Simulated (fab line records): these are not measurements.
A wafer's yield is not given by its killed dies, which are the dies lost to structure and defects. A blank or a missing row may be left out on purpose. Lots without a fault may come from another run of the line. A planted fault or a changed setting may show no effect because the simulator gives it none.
Chamber matching + flow nand_harc + NHARC_A_STAIRCASE_CMP_450 on cmp-03 has 4 sister chambers
The step polishes SiO2, target thk 200 nm. 8 wafers are shown with their chamber, then 7 later ones without.

WAFERS PAIRED WITH THEIR CHAMBERS
| wafer  | chamber | motor_current_A (A) |
|--------|---------|---------------------|
| L077.6 | 1       | 10.6                |
| L081.2 | 2       | 11.8                |
| L081.5 | 1       | 11.1                |
| L080.1 | 3       | 12.2                |
| L080.5 | 0       | 10.6                |
| L080.6 | 3       | 11.9                |
| L082.1 | 0       | 10.3                |
| L082.3 | 2       | 11.6                |

WAFERS WITHOUT THEIR CHAMBER
| wafer  | motor_current_A (A) |
|--------|---------------------|
| L082.4 | 11.7                |
| L096.1 | 11.1                |
| L096.5 | 10.6                |
| L096.6 | 12.1                |
| L097.2 | 11.2                |
| L097.4 | 11.5                |
| L097.5 | 13.0                |

THE CHAMBER EACH PASSED THROUGH
| wafer  | from the rows above          | in truth |
|--------|------------------------------|----------|
| L082.4 | can't be placed: 2 or 3      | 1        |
| L096.1 | can't be placed: 1 or 2 or 0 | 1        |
| L096.5 | can't be placed: 0 or 1      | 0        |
| L096.6 | can't be placed: 3 or 2      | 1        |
| L097.2 | can't be placed: 1 or 2 or 0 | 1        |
| L097.4 | can't be placed: 2 or 3 or 1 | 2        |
| L097.5 | can't be placed: 3 or 2      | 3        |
Correct placement for 0 of the 7. From these rows, 7 cannot be placed; in 5 the true chamber is one of the candidates. Number placed wrongly: 0.
How it was worked out, from the rows above alone: a wafer's distance from a chamber is the root of the sum, over the readings, of the square of ((its reading less the chamber's mean) divided by the reading's scatter). The wafer belongs to the nearest chamber; if the next one is less than 2 further off, it can't be placed. The mean given for a chamber averages the wafers shown for that chamber. How the scatter is found: for the shown wafers, subtract from each reading the mean of its chamber, square and add these, divide the total by (wafers less chambers), then take the root.
